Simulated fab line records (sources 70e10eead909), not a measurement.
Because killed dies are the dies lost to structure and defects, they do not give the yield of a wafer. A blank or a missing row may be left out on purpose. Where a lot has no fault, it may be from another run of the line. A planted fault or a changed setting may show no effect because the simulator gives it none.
Chamber matching    flow nand_harc    rie_diel-10 running NHARC_A_SLIT_DESCUM_14: 4 sister chambers
The step chemistry O2, time 3 s. 4 wafers are shown with their chamber, then 10 later ones without.

WAFERS WITH THEIR CHAMBER
wafer   chamber  showerhead_plenum_p_Torr (Torr)
L086.5  1        1.87
L087.5  2        1.87
L088.1  3        1.91
L088.3  0        2.00

WAFERS WITH NO CHAMBER GIVEN
wafer   showerhead_plenum_p_Torr (Torr)
L088.4  1.87
L091.1  2.00
L091.4  1.87
L091.5  2.00
L096.2  1.86
L096.3  1.91
L096.5  2.00
L097.2  1.87
L097.3  1.86
L097.5  2.00

EACH ONE'S CHAMBER
wafer   from the rows above      in truth
L088.4  can't be placed: 1 or 2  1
L091.1  0                        0
L091.4  can't be placed: 1 or 2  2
L091.5  0                        0
L096.2  can't be placed: 1 or 2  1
L096.3  3                        3
L096.5  0                        0
L097.2  can't be placed: 1 or 2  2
L097.3  can't be placed: 1 or 2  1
L097.5  0                        0
Placed correctly: 5 of 10. These rows do not allow placing 5 (true chamber among the candidates in 5). Placed wrongly: 0.
How it was worked out, from the rows above alone: a wafer's distance from a chamber is the root of the sum, over the readings, of the square of ((its reading less the chamber's mean) divided by the reading's scatter). The wafer belongs to the nearest chamber; if the next one is less than 2 further off, it can't be placed. Each chamber's mean is taken over the wafers shown for it. The scatter (one wafer shown for each chamber): square how far every hidden wafer sits from the nearest shown wafer, average those squares and take the square root.
